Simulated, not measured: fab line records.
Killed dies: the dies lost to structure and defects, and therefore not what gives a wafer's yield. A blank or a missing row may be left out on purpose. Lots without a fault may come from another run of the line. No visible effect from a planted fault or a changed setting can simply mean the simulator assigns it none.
A struck lot beside a sound one / flow n5 finfet / 23 out of 1938 route steps
Sound: these wafers, L454.4, L454.5, L454.6. Wafers struck: L450.2, L450.3, L450.6. The cause is given at the end.
Each step with rows lists, per side, the tool, then ch with its chambers, then its first start. Under that, the readings that differ: sound wafers / struck wafers / difference of the means / sigmas: that difference in standard deviations of wafers without a fault.
alike: readings with means less than 2 such deviations apart, plus words and numbers identical on both sides. not compared: withheld readings, readings lacking a value on some wafer, bounds such as >300 that could conceal the same value, and numbers that have no deviation in the record and whose values overlap.
The two part at a step that has a row with sigmas, a row that says differs or no value, or rows on one side only. Non-overlapping numbers with no deviation appear without sigmas and do not part them. A reading missing from all wafers of one side parts the sides only when that side holds two or more wafers.

first, 8 steps without rows for these wafers: N5_BEOL_M11_CVD_75 (deposits Co from CCTBA/H2, target thk 2 nm, time 138.9 s); N5_BEOL_M11_SPUTTER_48 (material Cu, target thk 12 nm, time 2 s); N5_BEOL_M11_ECD_50 (material Cu, target thk 318 nm); N5_BEOL_M11_ANNEAL_51 (time 90 s); N5_BEOL_M11_CMP_52 (polishes, stops on SiCOH lowk, t overpolish 7 s, target thk 140 nm); N5_BEOL_M11_PRE_CLEAN_55 (time 15 s); N5_BEOL_M11_DEP_56 (deposits SiCN from 3MS/NH3, target thk 30 nm, time 10.5 s); N5_BEOL_M12_ILD_DEP_00 (deposits SiOC from DEMS/O2, target thk 658.92 nm, time 130.7 s).
N5_BEOL_M12_COAT_58: time 60 s, resist thk 89 nm.
  sound on litho track-04 ch 0, day 15 00:57; struck on litho track-02 ch 0, day 14 03:22
reading=spin speed rpm (rpm); sound=1500.5 1499.6 1498.9; struck=1407.1 1407.7 1406.9; difference=-92.4; sigmas=-84
reading=model.BARC_of_BEOL_M12_COAT_58.thk nm (nm); sound=88.4 88.6 88.6; struck=92 92 91.8; difference=+3; sigmas=
  alike: dispense pressure kPa, heater power total W
then, 8 steps without rows for these wafers: N5_BEOL_M12_COAT_04 (resist thk 400 nm); N5_BEOL_M12_EBR_06; N5_BEOL_M12_SOFTBAKE_05 (time 60 s); N5_BEOL_M12_EXPOSE_07 (exposes mask V11); N5_BEOL_M12_PEB_08 (peb time 90 s); N5_BEOL_M12_DEVELOP_09 (develop time 45 s); N5_BEOL_M12_HARDBAKE_14 (time 120 s); N5_BEOL_M12_DESCUM_15 (chemistry O2, time 7.9 s).
N5_BEOL_M12_ETCH_59: etches BARC in N2/H2, target depth 89 nm, overetch 26.7 nm, time 67.9 s.
  sound on rie diel-03 ch 1,2,3, day 15 01:28; struck on rie diel-01 ch 0,2,3, day 14 03:59
reading=rf vpp V (V); sound=528.0 528.8 526.3; struck=521.4 521.5 525.0; difference=-5.1; sigmas=-2
reading=model.etch.depth nm (nm); sound=88.31 88.59 88.57; struck=91.99 91.94 91.81; difference=+3.42; sigmas=
  alike: drypump motor current A, n2 flow sccm, oes product au, showerhead plenum p Torr, throttle valve pct
  not compared: rf hours counter h
then, 2 steps without rows for these wafers: N5_BEOL_M12_VIA_ETCH_16 (etches SiOC in C4F8/O2/Ar, target depth 724.8 nm); N5_BEOL_M12_STRIP_63 (strips in N2/H2).
N5_BEOL_M12_STRIP_64: strips in N2/H2.
  sound on plasma asher-01 ch 0,1, day 15 01:48; struck on plasma asher-02 ch 0,1, day 14 04:18
reading=drypump motor current A (A); sound=5.50 5.48 5.47; struck=5.28 5.32 5.27; difference=-0.19; sigmas=-2
reading=strip time to endpoint s (s); sound=31.12 31.18 31.18; struck=32.16 32.15 32.13; difference=+0.99; sigmas=+15
  alike: heater power w, n2 flow sccm, oes product au
  not compared: rf hours counter h
then, 2 steps without rows for these wafers: N5_BEOL_M12_STRIP_71 (strips in post etch residue remover, time 60 s); N5_PASSIVATION_PROBE_49.

== WHERE THEY PART ==
Earliest at N5_BEOL_M12_COAT_58; latest, in this record, at N5_BEOL_M12_STRIP_64.

WHY: the cause the simulator had injected
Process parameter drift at N5_BEOL_M12_COAT_58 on litho track-02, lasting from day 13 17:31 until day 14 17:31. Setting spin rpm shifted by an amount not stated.
